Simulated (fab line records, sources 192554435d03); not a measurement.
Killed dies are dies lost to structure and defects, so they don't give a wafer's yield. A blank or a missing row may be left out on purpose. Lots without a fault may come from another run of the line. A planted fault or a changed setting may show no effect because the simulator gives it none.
Which tool did it? | flow n5_finfet | 10 lots, 30 wafers sampled, at 5 steps of a route of 1938

WHAT THE GAUGES READ, wafer by wafer
N5_WELL_APT_INSPECT_27: inspects for defects (macro).
lot  | measured    | on                | raw_defect_count
L387 | day 1 14:44 | defect_inspect-02 | 0 1 3
L388 | day 1 20:49 | defect_inspect-01 | 2 0 4
L392 | day 2 21:40 | defect_inspect-02 | 2 2 8
L393 | day 3 03:36 | defect_inspect-02 | 3 1 5
L394 | day 3 09:02 | defect_inspect-02 | 3 2 1
L397 | day 4 03:01 | defect_inspect-01 | 1 3 2
L401 | day 5 03:17 | defect_inspect-02 | 5 2 4
L402 | day 5 09:00 | defect_inspect-02 | 3 1 3
L403 | day 5 15:02 | defect_inspect-02 | 5 2 2
L407 | day 6 15:10 | defect_inspect-02 | 3 1 0

N5_BEOL_M4_RC_MEAS_101.
lot  | measured     | on        | DIBL_N (mV/V)  | DIBL_P (mV/V)  | IOFF_N (nA/um) | IOFF_P (nA/um) | ION_N (uA/um) | ION_P (uA/um) | RS_NWELL (ohm/sq) | SS_N (mV/dec)  | SS_P (mV/dec)  | VT_N (mV)   | VT_P (mV)
L387 | day 8 22:50  | prober-01 | 38.0 36.5 37.5 | 39.7 37.5 39.1 | 0.19 0.16 0.18 | 0.24 0.20 0.23 | 682 676 678   | 462 460 458   | 1030 1036 1037    | 72.3 71.0 71.5 | 73.6 73.5 74.0 | 247 250 248 | -250 -252 -251
L388 | day 8 20:34  | prober-02 | 38.5 38.2 37.8 | 39.0 39.0 37.4 | 0.19 0.21 0.19 | 0.25 0.24 0.22 | 671 675 667   | 461 460 457   | 1038 1027 1032    | 71.5 71.9 72.0 | 73.3 74.6 73.4 | 250 245 250 | -250 -250 -249
L392 | day 9 12:34  | prober-01 | 37.7 34.6 35.9 | 38.4 34.7 35.1 | 0.17 0.13 0.14 | 0.21 0.16 0.17 | 670 671 655   | 455 456 447   | 1038 1039 1033    | 72.2 71.1 71.1 | 73.5 72.0 73.6 | 251 252 252 | -253 -255 -254
L393 | day 10 17:13 | prober-01 | 35.5 36.9 39.9 | 35.9 37.3 40.9 | 0.15 0.17 0.24 | 0.21 0.22 0.27 | 669 669 687   | 461 460 463   | 1031 1036 1037    | 71.5 72.1 73.2 | 72.5 73.8 74.7 | 248 250 244 | -252 -252 -250
L394 | day 10 08:27 | prober-02 | 36.2 33.3 37.4 | 37.7 33.2 38.6 | 0.16 0.12 0.18 | 0.22 0.17 0.25 | 675 663 677   | 471 460 468   | 1034 1036 1047    | 71.6 71.1 72.3 | 73.5 72.6 73.3 | 249 254 248 | -246 -251 -248
L397 | day 10 23:26 | prober-01 | 36.1 34.9 35.9 | 37.0 35.6 35.9 | 0.14 0.12 0.13 | 0.20 0.18 0.19 | 658 649 659   | 454 449 455   | 1040 1041 1044    | 70.6 71.2 71.2 | 73.7 73.3 73.3 | 254 256 251 | -250 -251 -254
L401 | day 12 16:13 | prober-01 | 36.7 35.1 37.1 | 38.6 35.9 38.7 | 0.16 0.14 0.19 | 0.23 0.18 0.23 | 667 662 691   | 458 453 466   | 1041 1037 1032    | 71.5 72.0 71.7 | 74.3 74.2 74.5 | 250 252 245 | -251 -257 -253
L402 | day 12 05:52 | prober-02 | 38.3 36.7 38.1 | 41.0 38.9 40.2 | 0.20 0.19 0.22 | 0.29 0.27 0.29 | 686 693 693   | 484 477 479   | 1267 1268 1255    | 72.5 71.0 71.9 | 74.2 73.6 73.2 | 246 246 241 | -244 -244 -246
L403 | day 12 08:42 | prober-02 | 36.2           | 37.1           | 0.15           | 0.22           | 677           | 474           | 1247              | 71.6           | 73.1           | 249         | -247
L407 | day 13 12:33 | prober-01 | 35.7 36.7 32.1 | 34.9 36.2 30.0 | 0.15 0.17 0.10 | 0.19 0.22 0.14 | 678 686 662   | 461 464 456   | 1036 1041 1024    | 71.4 71.0 70.7 | 73.1 73.8 72.4 | 251 250 256 | -249 -249 -255

WHICH TOOL RAN EACH LOT (tool, then ch and the chambers of the sampled wafers, then the start)
lot  | N5_WELL_APT_IMPLANT_14         | N5_PMOS_HMC_CHANNEL_EPI_STRIP_33  | N5_FIN_SAQP_ALD_61
L387 | implanter-02 ch 0, day 1 13:50 | rie_diel-05 ch 0,1,3, day 1 17:08 | ald_sin-02 ch 1,2,3, day 1 19:56
L388 | implanter-01 ch 0, day 1 19:51 | rie_diel-06 ch 1,2,3, day 1 23:10 | ald_sin-01 ch 0,1,3, day 2 01:54
L392 | implanter-01 ch 0, day 2 20:40 | rie_diel-05 ch 0,2,3, day 3 00:14 | ald_sin-04 ch 0,1, day 3 02:58
L393 | implanter-02 ch 0, day 3 02:29 | rie_diel-05 ch 1,3, day 3 05:57   | ald_sin-02 ch 0,3, day 3 08:48
L394 | implanter-01 ch 0, day 3 08:06 | rie_diel-03 ch 1,2, day 3 11:38   | ald_sin-04 ch 1,3, day 3 14:28
L397 | implanter-02 ch 0, day 4 02:01 | rie_diel-05 ch 0,1,2, day 4 05:21 | ald_sin-04 ch 0,1, day 4 08:29
L401 | implanter-02 ch 0, day 5 02:18 | rie_diel-06 ch 0,2,3, day 5 05:38 | ald_sin-04 ch 0,1,3, day 5 08:55
L402 | implanter-02 ch 0, day 5 08:00 | rie_diel-03 ch 0,3, day 5 12:19   | ald_sin-02 ch 0,1,2, day 5 15:45
L403 | implanter-02 ch 0, day 5 13:47 | rie_diel-05 ch 1,2,3, day 5 17:49 | ald_sin-01 ch 1,2,3, day 5 20:34
L407 | implanter-01 ch 0, day 6 14:11 | rie_diel-05 ch 2,3, day 6 17:45   | ald_sin-04 ch 0,1, day 6 20:31
- N5_WELL_APT_IMPLANT_14
- N5_PMOS_HMC_CHANNEL_EPI_STRIP_33: strips in N2/H2.
- N5_FIN_SAQP_ALD_61: deposits SiO2, target thk 4 nm, pulse time 1 s, purge time 2 s.

WHAT THE TOOLS THEMSELVES READ (means of the sampled wafers that have a number; where no wafer has one, the mark that the record gives instead)
N5_WELL_APT_IMPLANT_14.
lot  | tool         | dose_ions_cm2 | faraday_current_uA
L387 | implanter-02 | 1.5006e+13    | 190
L388 | implanter-01 | 1.4994e+13    | 191
L392 | implanter-01 | 1.5018e+13    | 189
L393 | implanter-02 | 1.5002e+13    | 193
L394 | implanter-01 | 1.5019e+13    | 191
L397 | implanter-02 | 1.5001e+13    | 193
L401 | implanter-02 | 1.5015e+13    | 190
L402 | implanter-02 | 1.0738e+13    | 136
L403 | implanter-02 | 1.0754e+13    | 136
L407 | implanter-01 | 1.5017e+13    | 190

N5_PMOS_HMC_CHANNEL_EPI_STRIP_33.
lot  | tool        | drypump_motor_current_A (A) | oes_product_au (a.u.) | rf_vpp_V (V) | showerhead_plenum_p_Torr (Torr) | throttle_valve_pct (%)
L387 | rie_diel-05 | 6.1                         | 0.76                  | 54.7         | 3.36                            | 19.1
L388 | rie_diel-06 | 5.8                         | 0.82                  | 53.9         | 3.35                            | 19.1
L392 | rie_diel-05 | 5.5                         | 0.84                  | 55.6         | 3.39                            | 18.8
L393 | rie_diel-05 | 6.4                         | 0.73                  | 54.1         | 3.34                            | 19.2
L394 | rie_diel-03 | 5.9                         | 0.86                  | 52.9         | 3.25                            | 18.3
L397 | rie_diel-05 | 5.6                         | 0.77                  | 54.9         | 3.36                            | 18.8
L401 | rie_diel-06 | 5.9                         | 0.79                  | 55.7         | 3.47                            | 18.9
L402 | rie_diel-03 | 5.2                         | 0.83                  | 54.0         | 3.48                            | 18.9
L403 | rie_diel-05 | 5.8                         | 0.79                  | 54.2         | 3.37                            | 18.9
L407 | rie_diel-05 | 5.3                         | 0.85                  | 53.7         | 3.41                            | 18.6

N5_FIN_SAQP_ALD_61.
lot  | tool       | heater_power_w (W) | precursor_pulse_height_rel
L387 | ald_sin-02 | 473                | 1.014
L388 | ald_sin-01 | 496                | 0.997
L392 | ald_sin-04 | 476                | 1.002
L393 | ald_sin-02 | 519                | 0.994
L394 | ald_sin-04 | 459                | 0.999
L397 | ald_sin-04 | 486                | 0.993
L401 | ald_sin-04 | 477                | 0.992
L402 | ald_sin-02 | 506                | 0.982
L403 | ald_sin-01 | 463                | 0.991
L407 | ald_sin-04 | 480                | 1.021

THE ANSWER, worked out from the rows above alone
Rule: what is usual is taken from the lots themselves. Put in order of their means at a reading, lots are off if they are a third of the lots or fewer, leave a main group of 4 or more, and stand apart from it by a gap of 3 or more times the standard deviation of the main group's means; of several such gaps the widest counts. A main group whose means are all the same, to the digits that the tables above print for the reading, isn't used. A lot without any number at a reading at which 4 lots or more have one is off too. The other lots that the step has rows for count as sound. The gauges are gone through in route order, then the tools' own readings, and for those a lot's mean is taken as printed above. The first step at which some lot is off is used, and at that step the reading that is off furthest; a lot without a number counts as furthest.
Off: L402, L403, at N5_BEOL_M4_RC_MEAS_101 (RS_NWELL). The main group: mean 1036 ohm/sq, standard deviation 2.9.
A tool fits if, at a process step before that reading, it ran every lot that is off, and no sound lot after the first of them. The gauges at N5_BEOL_M4_RC_MEAS_101 aren't tried: what is off there is off at N5_WELL_APT_IMPLANT_14 too, on other tools, and a gauge's error can't cause that. One fits: implanter-02 at N5_WELL_APT_IMPLANT_14. Its last sound lot is L401 (day 5 02:18), its first lot that is off L402 (day 5 08:00): a fault that began between those two fits.
The tool's own readings at N5_WELL_APT_IMPLANT_14 bear it out: on the lots that are off they differ by more than 5 times the standard deviation of the sound lots' means. dose_ions_cm2 reads 1.0746e+13 there against 1.5009e+13 on the sound lots; faraday_current_uA reads 136 there against 191 on the sound lots.

WHAT THE SIMULATOR HAD PUT IN
Process parameter drift: implanter-02, from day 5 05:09 on, at N5_WELL_APT_IMPLANT_14. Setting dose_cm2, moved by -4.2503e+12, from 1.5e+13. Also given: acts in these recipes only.
Lots struck among those shown: L402, L403. The rule above found the same.
